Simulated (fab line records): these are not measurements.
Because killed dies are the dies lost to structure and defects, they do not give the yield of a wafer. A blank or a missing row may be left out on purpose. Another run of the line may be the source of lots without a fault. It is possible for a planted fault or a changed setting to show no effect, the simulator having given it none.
fab line records -- flow n5_finfet -- part 1 of 2: steps 1 to 24 of 32
record lots=5, wafers=15, last_day=15
route steps=1938 shown MIM_TOP_LITHO@1843 MIM_TOP_ETCH@1851 MIM_BOT_LITHO@1854 MIM_BOT_ETCH@1866 PASS1_CAP@1873
lots untouched by any fault: they come from a run of this same line in which no faults occurred
start_h: the number of hours between the record's first day and the start of the first shown wafer of the lot -- wait_h: hours elapsed since this lot's preceding step -- " identical to the entry in the row above -- L1.1+2: one row covering several wafers at once -- - either no value or no given start -- * or withheld: withheld -- < > ~ a bound
route shown NAME@n: NAME is a module with steps in the file, n the number in the route of the first one -- usual: the fault-free wafers' mean and standard deviation -- same: alike in all rows -- chamber/n: place in a boat -- sites: the reading at each site -- _std_site: the standard deviation of these -- _edge_site: the outer-site mean with the inner-site mean subtracted -- radius_mm: for every site, how far away it sits from the centre of the wafer -- mask NAME#n: copy n -- behind: tool/chamber where the wafer was last shaped -- hold: reason for holding the lot/hours on hold/outcome of the hold -- device: names the non-switching transistor (n, p or np) -- end of line: at the end of the route, the tests of the same wafers -- for a step that has no rows: nothing shown but its recipe -- killed: at the first sort, the dies lost to defects and structure; wafer yield is something else -- map: per-die view of a wafer (x killed, . not killed, _ where there is no die)
set.NAME: the setting the step ran with; set.NAME@STEP: the setting that earlier step ran with -- model.NAME: the simulator's own value behind a step, which no gauge read
lots at selected steps of the route; one table per step, one row per wafer
services: when a tool's chamber went out of use (start_h, in hours from the record's first day, below 0 if earlier), for how many hours, and the reason
## steps
# step N5_MIM_TOP_LITHO_EXPOSE_05
# recipe mask_id=MIM_TOP, na=0.55, source_shape=conventional, sigma_outer=0.8, polarization=unpolarized, target_cd_nm=2000, dose_mj=20.5
lot.wafer,tool,chamber,start_h,wait_h,mask
L076.3+5+6,krf_scanner-02,0,261.34,-,MIM_TOP#0
L084.3+4+5,krf_scanner-01,0,313.76,-,MIM_TOP#0
L082.3+4+5,krf_scanner-02,0,317.81,-,MIM_TOP#0
L089.2+5+6,krf_scanner-01,0,345.67,-,MIM_TOP#0
L088.2+3+6,krf_scanner-02,0,357.21,-,MIM_TOP#0
# step N5_MIM_TOP_LITHO_PEB_06
# recipe peb_temp_c=withheld, peb_time_s=*
lot.wafer,tool,chamber,start_h,wait_h
L076.3+5+6,litho_track-01,0,261.39,0.0
L084.3+4+5,litho_track-03,0,313.80,0.0
L082.3+4+5,litho_track-01,0,317.85,0.0
L089.2+5+6,litho_track-05,0,345.73,0.0
L088.2+3+6,litho_track-01,0,357.26,0.0
# step N5_MIM_TOP_LITHO_DEVELOP_07
# recipe develop_time_s=60, rinse_liquid=diw, dry=air_spin, dev_temp_c=21
# usual developer_temp_C=20.99/0.11
lot.wafer,tool,chamber,start_h,wait_h,developer_temp_C
L076.3,litho_track-01,0,-,-,21.11
L076.5,litho_track-01,0,-,-,21.23
L076.6,litho_track-01,0,-,-,21.06
L084.3,litho_track-03,0,-,-,20.89
L084.4,litho_track-03,0,-,-,20.77
L084.5,litho_track-03,0,-,-,20.89
L082.3,litho_track-01,0,-,-,21.03
L082.4,litho_track-01,0,-,-,20.96
L082.5,litho_track-01,0,-,-,20.95
L089.2,litho_track-05,0,-,-,20.98
L089.5,litho_track-05,0,-,-,20.86
L089.6,litho_track-05,0,-,-,21.08
L088.2,litho_track-01,0,-,-,20.86
L088.3,litho_track-01,0,-,-,20.76
L088.6,litho_track-01,0,-,-,21.04
# step N5_MIM_TOP_LITHO_HARDBAKE_09
# recipe temp_c=130, time_s=120
lot.wafer,tool,chamber,start_h,wait_h
L076.3+5+6,litho_track-01,0,-,-
L084.3+4+5,litho_track-03,0,-,-
L082.3+4+5,litho_track-01,0,-,-
L089.2+5+6,litho_track-05,0,-,-
L088.2+3+6,litho_track-01,0,-,-
# step N5_MIM_TOP_LITHO_CD_MEAS_08
# recipe target_cd_nm=2000, landing_energy_ev=500, detector=se_inlens
# usual cd_nm=2000.7/2
lot.wafer,tool,chamber,start_h,wait_h,cd_nm
L076.3,cd_sem-03,0,261.51,-,1996.7
L076.5,cd_sem-03,0,261.51,-,1997.4
L076.6,cd_sem-03,0,261.51,-,2000.3
L084.3,cd_sem-03,0,313.93,-,2000.2
L084.4,cd_sem-03,0,313.93,-,2001.3
L084.5,cd_sem-03,0,313.93,-,1997.7
L082.3,cd_sem-03,0,317.97,-,2000.6
L082.4,cd_sem-03,0,317.97,-,2001.3
L082.5,cd_sem-03,0,317.97,-,2003.2
L089.2,cd_sem-02,0,345.85,-,2002.2
L089.5,cd_sem-02,0,345.85,-,2003.0
L089.6,cd_sem-02,0,345.85,-,2006.1
L088.2,cd_sem-03,0,357.38,-,2000.7
L088.3,cd_sem-03,0,357.38,-,2002.9
L088.6,cd_sem-03,0,357.38,-,2002.4
# step N5_MIM_TOP_LITHO_OVL_MEAS_11
# recipe points_per_wafer=44
# usual MIM_TOP_OVL=-3/5.1
# same points_per_wafer=44
lot.wafer,tool,chamber,start_h,wait_h,MIM_TOP_OVL[nm]
L076.3,overlay-02,0,261.54,0.0,1
L076.5,overlay-02,0,261.54,0.0,3
L076.6,overlay-02,0,261.54,0.0,-1
L084.3,overlay-01,0,313.95,0.0,2
L084.4,overlay-01,0,313.95,0.0,-11
L084.5,overlay-01,0,313.95,0.0,-1
L082.3,overlay-01,0,318.00,0.0,0
L082.4,overlay-01,0,318.00,0.0,4
L082.5,overlay-01,0,318.00,0.0,-2
L089.2,overlay-02,0,345.88,0.0,-1
L089.5,overlay-02,0,345.88,0.0,-3
L089.6,overlay-02,0,345.88,0.0,2
L088.2,overlay-02,0,357.41,0.0,-6
L088.3,overlay-02,0,357.41,0.0,3
L088.6,overlay-02,0,357.41,0.0,4
# step N5_MIM_TOP_LITHO_INSPECT_12
# recipe mode=adi, inspect_instrument=macro
# usual raw_defect_count=2.0/1.4
lot.wafer,tool,chamber,start_h,wait_h,raw_defect_count
L076.3,defect_inspect-02,-,261.56,0.0,3
L076.5,defect_inspect-02,-,261.56,0.0,5
L076.6,defect_inspect-02,-,261.56,0.0,1
L084.3,defect_inspect-01,-,313.98,0.0,1
L084.4,defect_inspect-01,-,313.98,0.0,0
L084.5,defect_inspect-01,-,313.98,0.0,2
L082.3,defect_inspect-02,-,318.03,0.0,4
L082.4,defect_inspect-02,-,318.03,0.0,2
L082.5,defect_inspect-02,-,318.03,0.0,0
L089.2,defect_inspect-02,-,345.90,0.0,0
L089.5,defect_inspect-02,-,345.90,0.0,2
L089.6,defect_inspect-02,-,345.90,0.0,0
L088.2,defect_inspect-02,-,357.43,0.0,4
L088.3,defect_inspect-02,-,357.43,0.0,3
L088.6,defect_inspect-02,-,357.43,0.0,1
# step N5_MIM_TOP_LITHO_DESCUM_10
# recipe chemistry=O2, time_s=7.9, source_power_w=50, bias_power_w=20, pressure_mtorr=20, rf_frequency_hz=2.712e+07, temp_c=40, o2_flow_sccm=225
# usual drypump_motor_current_A=6.0/0.44, oes_product_au=0.84/0.092, rf_vpp_V=243.2/1.5, showerhead_plenum_p_Torr=2.09/0.078, throttle_valve_pct=20.24/0.26
lot.wafer,tool,chamber,start_h,wait_h,drypump_motor_current_A,oes_product_au,rf_hours_counter_h,rf_vpp_V,showerhead_plenum_p_Torr,throttle_valve_pct
L076.3,rie_diel-03,1,261.59,0.0,6.6,0.82,86,239.8,2.02,20.06
L076.5,rie_diel-03,3,261.59,0.0,5.5,0.85,-,241.9,2.03,20.41
L076.6,rie_diel-03,1,261.59,0.0,6.6,0.83,-,241.8,2.02,20.08
L084.3,rie_diel-04,2,314.01,0.0,6.3,0.94,12,243.1,2.03,20.23
L084.4,rie_diel-04,2,314.01,0.0,6.4,0.95,-,243.1,2.03,20.22
L084.5,rie_diel-04,1,314.01,0.0,6.0,0.90,-,243.5,2.15,20.03
L082.3,rie_diel-05,1,318.14,0.1,5.0,0.67,248,241.6,2.05,20.23
L082.4,rie_diel-05,2,318.14,0.1,5.9,0.91,39,246.8,2.22,20.33
L082.5,rie_diel-05,1,318.14,0.1,5.0,0.67,-,242.2,2.05,20.22
L089.2,rie_diel-05,1,346.02,0.1,5.0,0.99,0,241.9,2.05,19.90
L089.5,rie_diel-05,3,346.02,0.1,6.1,0.91,-,241.6,2.11,19.67
L089.6,rie_diel-05,0,346.02,0.1,5.8,0.89,-,245.9,2.23,20.03
L088.2,rie_diel-04,0,357.47,0.0,6.6,0.94,10,242.8,2.16,20.04
L088.3,rie_diel-04,1,357.47,0.0,6.0,0.87,33,244.8,2.15,20.05
L088.6,rie_diel-04,0,357.47,0.0,6.6,0.94,-,243.9,2.16,20.05
# step N5_MIM_TOP_ETCH_ETCH_00
# recipe chemistry=Cl2/BCl3, target=TiN, target_depth_a=385, ion_energy_ev=150, pressure_mtorr=10, icp_w=1000, bias_w=126, Cl2_flow_sccm=53.25, bcl3_flow_sccm=21.75, Ar_flow_sccm=25
# usual drypump_motor_current_A=5.3/0.47, he_backside_leak_sccm=3.41/0.29, oes_product_au=0.74/0.088, throttle_valve_pct=22.7/0.31
lot.wafer,tool,chamber,start_h,wait_h,drypump_motor_current_A,he_backside_leak_sccm,oes_product_au,rf_hours_counter_h,throttle_valve_pct
L076.3,rie_metal-02,0,261.76,0.1,5.5,3.58,0.75,-,22.8
L076.5,rie_metal-02,0,261.76,0.1,5.5,3.66,0.75,-,22.8
L076.6,rie_metal-02,0,261.76,0.1,5.5,3.56,0.74,-,22.8
L084.3,rie_metal-02,0,314.14,0.1,5.5,3.54,0.73,-,22.8
L084.4,rie_metal-02,1,314.14,0.1,5.9,3.66,0.77,-,22.4
L084.5,rie_metal-02,0,314.14,0.1,5.5,3.41,0.74,-,22.8
L082.3,rie_metal-01,0,318.27,0.1,4.9,3.60,0.69,-,22.6
L082.4,rie_metal-01,1,318.27,0.1,5.0,3.09,0.82,-,22.3
L082.5,rie_metal-01,0,318.27,0.1,4.9,3.64,0.69,-,22.6
L089.2,rie_metal-02,0,346.11,0.1,5.6,3.50,0.74,50,22.8
L089.5,rie_metal-02,1,346.11,0.1,6.0,3.40,0.77,-,22.4
L089.6,rie_metal-02,0,346.11,0.1,5.5,3.57,0.74,-,22.8
L088.2,rie_metal-01,1,357.55,0.1,5.0,3.08,0.80,28,22.3
L088.3,rie_metal-01,1,357.55,0.1,5.0,3.01,0.81,-,22.3
L088.6,rie_metal-01,1,357.55,0.1,5.0,2.98,0.81,-,22.3
# step N5_MIM_TOP_ETCH_STRIP_01
# recipe chemistry=O2, power_w=600, temp_c=60, pressure_mtorr=30, rf_frequency_hz=6e+07, bias_power_w=0, overash_fraction=0.5, o2_flow_sccm=225
# usual drypump_motor_current_A=5.50/0.26, oes_product_au=0.81/0.087, rf_vpp_V=3.6/1.4, showerhead_plenum_p_Torr=2.10/0.069, throttle_valve_pct=16.62/0.22
# same overash_fraction=0.5
lot.wafer,tool,chamber,start_h,wait_h,drypump_motor_current_A,oes_product_au,rf_hours_counter_h,rf_vpp_V,showerhead_plenum_p_Torr,throttle_valve_pct
L076.3,rie_diel-02,3,262.00,0.2,5.33,0.74,179,3.3,2.00,16.70
L076.5,rie_diel-02,1,262.00,0.2,5.66,0.80,-,1.9,2.03,16.69
L076.6,rie_diel-02,2,262.00,0.2,5.84,0.82,-,5.5,2.12,16.29
L084.3,rie_diel-01,2,314.24,0.1,5.76,0.93,15,5.7,2.14,16.72
L084.4,rie_diel-01,3,314.24,0.1,5.16,0.83,-,3.1,2.12,16.96
L084.5,rie_diel-01,0,314.24,0.1,5.42,0.73,-,1.4,2.00,16.85
L082.3,rie_diel-02,2,318.37,0.1,5.83,0.79,120,4.1,2.11,16.32
L082.4,rie_diel-02,3,318.37,0.1,5.35,0.72,198,4.2,2.00,16.77
L082.5,rie_diel-02,0,318.37,0.1,5.10,0.88,-,6.7,2.15,16.46
L089.2,rie_diel-06,2,346.27,0.1,5.43,0.67,-,4.3,2.16,16.57
L089.5,rie_diel-06,2,346.27,0.1,5.43,0.69,-,3.6,2.16,16.57
L089.6,rie_diel-06,2,346.27,0.1,5.45,0.70,-,2.8,2.16,16.62
L088.2,rie_diel-06,1,357.74,0.1,5.28,1.00,1,3.2,2.06,16.39
L088.3,rie_diel-06,3,357.74,0.1,5.89,0.80,122,1.3,2.21,16.45
L088.6,rie_diel-06,0,357.74,0.1,5.76,0.92,-,1.2,2.04,16.43
# step N5_MIM_TOP_ETCH_PECVD_03
# recipe material=SiNx, target_thk_a=200, temp_c=400, precursor=SiH4/NH3/N2, pressure_torr=1.5, rf_w=300, time_s=17.6
# usual chamber_pressure_Torr=1.500/0.0033, heater_power_w=751/160, showerhead_plenum_p_Torr=5.15/0.084, throttle_valve_pct=38.9/2.1
lot.wafer,tool,chamber,start_h,wait_h,chamber_pressure_Torr,heater_power_w,showerhead_plenum_p_Torr,throttle_valve_pct
L076.3,pecvd-04,0,262.07,-,1.498,544,5.19,38.3
L076.5,pecvd-04,0,262.07,-,1.497,549,5.20,38.4
L076.6,pecvd-04,2,262.07,-,1.505,575,4.93,38.6
L084.3,pecvd-02,0,314.30,-,1.501,553,5.24,39.9
L084.4,pecvd-02,2,314.30,-,1.503,964,5.15,35.7
L084.5,pecvd-02,0,314.30,-,1.501,558,5.24,40.0
L082.3,pecvd-04,2,318.43,-,1.498,650,4.92,38.8
L082.4,pecvd-04,1,318.43,-,1.497,836,5.17,38.9
L082.5,pecvd-04,2,318.43,-,1.507,653,4.92,38.9
L089.2,pecvd-02,0,346.39,-,1.503,614,5.24,39.9
L089.5,pecvd-02,2,346.39,-,1.496,945,5.15,35.6
L089.6,pecvd-02,1,346.39,-,1.500,722,5.17,41.1
L088.2,pecvd-03,0,357.80,-,1.499,728,5.24,39.3
L088.3,pecvd-03,1,357.80,-,1.500,1015,5.09,41.5
L088.6,pecvd-03,2,357.80,-,1.501,836,5.14,35.2
# step N5_MIM_BOT_LITHO_HMDS_01
# recipe time_s=60, temp_c=120
lot.wafer,tool,chamber,start_h,wait_h
L076.3+5+6,litho_track-02,0,262.14,0.1
L084.3+4+5,litho_track-03,0,314.37,0.1
L082.3+4+5,litho_track-02,0,318.51,0.1
L089.2+5+6,litho_track-04,0,346.47,0.0
L088.2+3+6,litho_track-02,0,357.88,0.0
# step N5_MIM_BOT_LITHO_COAT_02
# recipe spin_rpm=*, resist_thk_nm=*
# usual spin_speed_rpm=*
lot.wafer,tool,chamber,start_h,wait_h,spin_speed_rpm
L076.3,litho_track-02,0,-,-,*
L076.5,litho_track-02,0,-,-,*
L076.6,litho_track-02,0,-,-,*
L084.3,litho_track-03,0,-,-,*
L084.4,litho_track-03,0,-,-,*
L084.5,litho_track-03,0,-,-,*
L082.3,litho_track-02,0,-,-,*
L082.4,litho_track-02,0,-,-,*
L082.5,litho_track-02,0,-,-,*
L089.2,litho_track-04,0,-,-,*
L089.5,litho_track-04,0,-,-,*
L089.6,litho_track-04,0,-,-,*
L088.2,litho_track-02,0,-,-,*
L088.3,litho_track-02,0,-,-,*
L088.6,litho_track-02,0,-,-,*
# step N5_MIM_BOT_LITHO_EBR_04
# recipe solvent=PGMEA, ebr_width_mm=1.5
lot.wafer,tool,chamber,start_h,wait_h
L076.3+5+6,litho_track-02,0,-,-
L084.3+4+5,litho_track-03,0,-,-
L082.3+4+5,litho_track-02,0,-,-
L089.2+5+6,litho_track-04,0,-,-
L088.2+3+6,litho_track-02,0,-,-
# step N5_MIM_BOT_LITHO_SOFTBAKE_03
# recipe temp_c=100, time_s=90
lot.wafer,tool,chamber,start_h,wait_h
L076.3+5+6,litho_track-02,0,-,-
L084.3+4+5,litho_track-03,0,-,-
L082.3+4+5,litho_track-02,0,-,-
L089.2+5+6,litho_track-04,0,-,-
L088.2+3+6,litho_track-02,0,-,-
# step N5_MIM_BOT_LITHO_EXPOSE_05
# recipe mask_id=MIM_BOT, na=0.55, source_shape=conventional, sigma_outer=0.8, polarization=unpolarized, dose_mj=24.25
lot.wafer,tool,chamber,start_h,wait_h,mask
L076.3+5+6,krf_scanner-02,0,262.26,-,MIM_BOT#0
L084.3+4+5,krf_scanner-02,0,314.62,-,MIM_BOT#0
L082.3+4+5,krf_scanner-02,0,318.63,-,MIM_BOT#0
L089.2+5+6,krf_scanner-02,0,346.70,-,MIM_BOT#0
L088.2+3+6,krf_scanner-02,0,357.99,-,MIM_BOT#0
# step N5_MIM_BOT_LITHO_PEB_06
# recipe peb_temp_c=withheld, peb_time_s=*
lot.wafer,tool,chamber,start_h,wait_h
L076.3+5+6,litho_track-04,0,262.31,0.0
L084.3+4+5,litho_track-04,0,314.66,0.0
L082.3+4+5,litho_track-02,0,318.67,0.0
L089.2+5+6,litho_track-04,0,346.76,0.0
L088.2+3+6,litho_track-03,0,358.04,0.0
# step N5_MIM_BOT_LITHO_DEVELOP_07
# recipe develop_time_s=60, rinse_liquid=diw, dry=air_spin, dev_temp_c=21
# usual developer_temp_C=21.01/0.098
lot.wafer,tool,chamber,start_h,wait_h,developer_temp_C
L076.3,litho_track-04,0,-,-,20.96
L076.5,litho_track-04,0,-,-,20.95
L076.6,litho_track-04,0,-,-,20.98
L084.3,litho_track-04,0,-,-,20.77
L084.4,litho_track-04,0,-,-,20.80
L084.5,litho_track-04,0,-,-,20.75
L082.3,litho_track-02,0,-,-,20.93
L082.4,litho_track-02,0,-,-,20.95
L082.5,litho_track-02,0,-,-,21.00
L089.2,litho_track-04,0,-,-,21.22
L089.5,litho_track-04,0,-,-,20.99
L089.6,litho_track-04,0,-,-,21.21
L088.2,litho_track-03,0,-,-,21.02
L088.3,litho_track-03,0,-,-,21.01
L088.6,litho_track-03,0,-,-,21.05
# step N5_MIM_BOT_LITHO_HARDBAKE_09
# recipe temp_c=130, time_s=120
lot.wafer,tool,chamber,start_h,wait_h
L076.3+5+6,litho_track-04,0,-,-
L084.3+4+5,litho_track-04,0,-,-
L082.3+4+5,litho_track-02,0,-,-
L089.2+5+6,litho_track-04,0,-,-
L088.2+3+6,litho_track-03,0,-,-
# step N5_MIM_BOT_LITHO_CD_MEAS_08
# recipe target_cd_nm=3000, landing_energy_ev=500, detector=se_inlens, polarity=opening
# usual cd_nm=2999.9/1.8
lot.wafer,tool,chamber,start_h,wait_h,cd_nm
L076.3,cd_sem-01,0,262.43,-,3000.4
L076.5,cd_sem-01,0,262.43,-,3000.9
L076.6,cd_sem-01,0,262.43,-,3000.2
L084.3,cd_sem-01,0,314.79,-,3001.1
L084.4,cd_sem-01,0,314.79,-,3000.9
L084.5,cd_sem-01,0,314.79,-,3000.2
L082.3,cd_sem-02,0,318.79,-,3000.7
L082.4,cd_sem-02,0,318.79,-,3001.7
L082.5,cd_sem-02,0,318.79,-,3000.2
L089.2,cd_sem-02,0,346.88,-,2996.0
L089.5,cd_sem-02,0,346.88,-,3000.1
L089.6,cd_sem-02,0,346.88,-,2997.0
L088.2,cd_sem-02,0,358.16,-,3001.4
L088.3,cd_sem-02,0,358.16,-,3000.4
L088.6,cd_sem-02,0,358.16,-,2997.1
# step N5_MIM_BOT_LITHO_OVL_MEAS_11
# recipe points_per_wafer=44
# usual MIM_BOT_OVL=-5/5.8
# same points_per_wafer=44
lot.wafer,tool,chamber,start_h,wait_h,MIM_BOT_OVL[nm]
L076.3,overlay-01,0,262.45,0.0,-1
L076.5,overlay-01,0,262.45,0.0,0
L076.6,overlay-01,0,262.45,0.0,-2
L084.3,overlay-01,0,314.81,0.0,-14
L084.4,overlay-01,0,314.81,0.0,-15
L084.5,overlay-01,0,314.81,0.0,-9
L082.3,overlay-01,0,318.82,0.0,-6
L082.4,overlay-01,0,318.82,0.0,-11
L082.5,overlay-01,0,318.82,0.0,-10
L089.2,overlay-01,0,346.91,0.0,-11
L089.5,overlay-01,0,346.91,0.0,-10
L089.6,overlay-01,0,346.91,0.0,-10
L088.2,overlay-01,0,358.19,0.0,-17
L088.3,overlay-01,0,358.19,0.0,-9
L088.6,overlay-01,0,358.19,0.0,-13
# step N5_MIM_BOT_LITHO_INSPECT_12
# recipe mode=adi, inspect_instrument=macro
# usual raw_defect_count=2.1/1.4
lot.wafer,tool,chamber,start_h,wait_h,raw_defect_count
L076.3,defect_inspect-02,-,262.48,0.0,1
L076.5,defect_inspect-02,-,262.48,0.0,2
L076.6,defect_inspect-02,-,262.48,0.0,3
L084.3,defect_inspect-01,-,314.84,0.0,1
L084.4,defect_inspect-01,-,314.84,0.0,4
L084.5,defect_inspect-01,-,314.84,0.0,0
L082.3,defect_inspect-01,-,318.85,0.0,0
L082.4,defect_inspect-01,-,318.85,0.0,1
L082.5,defect_inspect-01,-,318.85,0.0,3
L089.2,defect_inspect-01,-,346.93,0.0,3
L089.5,defect_inspect-01,-,346.93,0.0,5
L089.6,defect_inspect-01,-,346.93,0.0,1
L088.2,defect_inspect-01,-,358.22,0.0,3
L088.3,defect_inspect-01,-,358.22,0.0,2
L088.6,defect_inspect-01,-,358.22,0.0,3
# step N5_MIM_BOT_LITHO_DESCUM_10
# recipe chemistry=O2, time_s=7.9, source_power_w=50, bias_power_w=20, pressure_mtorr=20, rf_frequency_hz=2.712e+07, temp_c=40, o2_flow_sccm=225
# usual drypump_motor_current_A=6.0/0.46, oes_product_au=0.84/0.095, rf_vpp_V=243.1/1.5, showerhead_plenum_p_Torr=2.09/0.08, throttle_valve_pct=20.22/0.21
lot.wafer,tool,chamber,start_h,wait_h,drypump_motor_current_A,oes_product_au,rf_hours_counter_h,rf_vpp_V,showerhead_plenum_p_Torr,throttle_valve_pct
L076.3,rie_diel-03,3,262.51,0.0,5.5,0.84,72,242.4,2.03,20.40
L076.5,rie_diel-03,3,262.51,0.0,5.5,0.84,-,243.5,2.03,20.41
L076.6,rie_diel-03,0,262.51,0.0,5.3,0.70,-,242.2,2.08,20.54
L084.3,rie_diel-04,2,314.87,0.0,6.3,0.95,12,241.6,2.03,20.24
L084.4,rie_diel-04,1,314.87,0.0,6.1,0.91,-,244.4,2.15,20.03
L084.5,rie_diel-04,2,314.87,0.0,6.4,0.95,-,243.3,2.03,20.22
L082.3,rie_diel-05,3,318.88,0.0,6.1,0.94,6,241.9,2.12,19.67
L082.4,rie_diel-05,0,318.88,0.0,5.8,0.91,21,245.4,2.24,20.02
L082.5,rie_diel-05,1,318.88,0.0,5.0,0.68,-,242.1,2.05,20.25
L089.2,rie_diel-03,0,347.01,0.1,5.3,0.68,245,241.4,2.07,20.58
L089.5,rie_diel-03,1,347.01,0.1,6.6,0.79,-,241.0,2.01,20.14
L089.6,rie_diel-03,2,347.01,0.1,6.0,0.90,-,244.3,2.13,20.68
L088.2,rie_diel-05,2,358.25,0.0,5.9,0.89,55,246.0,2.22,20.37
L088.3,rie_diel-05,0,358.25,0.0,5.9,0.88,36,244.0,2.23,20.06
L088.6,rie_diel-05,1,358.25,0.0,5.0,0.95,-,242.8,2.05,19.89
# step N5_MIM_BOT_ETCH_ETCH_04
# recipe chemistry=CF4/O2, target=SiNx, target_depth_a=260, time_s=13, ion_energy_ev=100, pressure_mtorr=40, source_w=535, bias_w=49, Ar_flow_sccm=100, cf4_flow_sccm=100, O2_flow_sccm=10
# usual drypump_motor_current_A=6.0/0.46, oes_f_703_au=0.84/0.096, oes_product_au=0.84/0.097, rf_vpp_V=240/4.4, showerhead_plenum_p_Torr=2.21/0.071, throttle_valve_pct=15.80/0.23
lot.wafer,tool,chamber,start_h,wait_h,drypump_motor_current_A,oes_f_703_au,oes_product_au,rf_hours_counter_h,rf_vpp_V,showerhead_plenum_p_Torr,throttle_valve_pct
L076.3,rie_diel-03,3,262.58,0.0,5.5,0.82,0.83,72,243,2.16,16.06
L076.5,rie_diel-03,3,262.58,0.0,5.5,0.82,0.84,-,243,2.16,16.05
L076.6,rie_diel-03,0,262.58,0.0,5.4,0.70,0.68,-,240,2.19,16.12
L084.3,rie_diel-04,2,314.94,0.0,6.4,0.94,0.95,12,235,2.16,15.90
L084.4,rie_diel-04,1,314.94,0.0,6.1,0.94,0.92,-,239,2.24,15.45
L084.5,rie_diel-04,2,314.94,0.0,6.3,0.95,0.94,-,236,2.16,15.90
L082.3,rie_diel-05,3,318.94,0.0,6.2,0.94,0.92,6,233,2.25,15.39
L082.4,rie_diel-05,0,318.94,0.0,5.9,0.93,0.93,21,236,2.33,15.50
L082.5,rie_diel-05,1,318.94,0.0,5.0,0.68,0.67,-,234,2.17,15.97
L089.2,rie_diel-03,0,347.07,0.0,5.3,0.68,0.69,245,239,2.18,16.18
L089.5,rie_diel-03,1,347.07,0.0,6.6,0.81,0.81,-,237,2.14,15.82
L089.6,rie_diel-03,2,347.07,0.0,5.9,0.90,0.90,-,240,2.24,16.13
L088.2,rie_diel-05,2,358.32,0.0,6.0,0.90,0.89,55,241,2.33,15.89
L088.3,rie_diel-05,0,358.32,0.0,5.9,0.90,0.90,36,237,2.32,15.53
L088.6,rie_diel-05,1,358.32,0.0,5.0,0.94,0.95,-,234,2.17,15.50
